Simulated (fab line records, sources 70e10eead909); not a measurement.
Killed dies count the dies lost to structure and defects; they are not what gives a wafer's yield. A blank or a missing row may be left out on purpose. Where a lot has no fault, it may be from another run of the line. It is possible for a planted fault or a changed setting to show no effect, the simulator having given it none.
Matching of chambers | flow nand harc | NHARC_P_M0_PRE_CLEAN_31 on pecvd-01: 3 sister chambers
The step time 12 s. 6 wafers are shown with their chamber, then 12 later ones without.

EACH WAFER AND ITS CHAMBER
wafer  | chamber | heater power w (W)
L082.3 | 1       | 724
L082.4 | 2       | 611
L083.2 | 1       | 753
L087.2 | 2       | 564
L087.3 | 0       | 636
L087.4 | 0       | 649

WAFERS WITHOUT THEIR CHAMBER
wafer  | heater power w (W)
L088.1 | 641
L088.3 | 728
L088.4 | 712
L090.1 | 580
L090.2 | 717
L090.4 | 725
L091.1 | 699
L091.3 | 741
L091.5 | 692
L097.2 | 559
L097.4 | 651
L097.5 | 569

WHICH CHAMBER EACH WENT THROUGH
wafer  | from the rows above     | in truth
L088.1 | 0                       | 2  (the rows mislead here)
L088.3 | 1                       | 1
L088.4 | can't be placed: 1 or 0 | 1
L090.1 | 2                       | 2
L090.2 | 1                       | 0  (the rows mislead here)
L090.4 | 1                       | 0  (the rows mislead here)
L091.1 | can't be placed: 1 or 0 | 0
L091.3 | 1                       | 1
L091.5 | can't be placed: 1 or 0 | 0
L097.2 | 2                       | 2
L097.4 | 0                       | 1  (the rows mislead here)
L097.5 | 2                       | 2
Correct placement for 5 of the 12. Can't be placed from these rows: 3 (the true chamber is among the candidates in 3). Wrongly placed: 4.
How it was worked out, from the rows above alone: a wafer's distance from a chamber is the root of the sum, over the readings, of the square of ((its reading less the chamber's mean) divided by the reading's scatter). The wafer belongs to the nearest chamber; if the next one is less than 2 further off, it can't be placed. The mean given for a chamber averages the wafers shown for that chamber. The scatter: take each reading less its chamber's mean, square it, sum over the shown wafers, divide by the number of wafers less the number of chambers, and take the root.
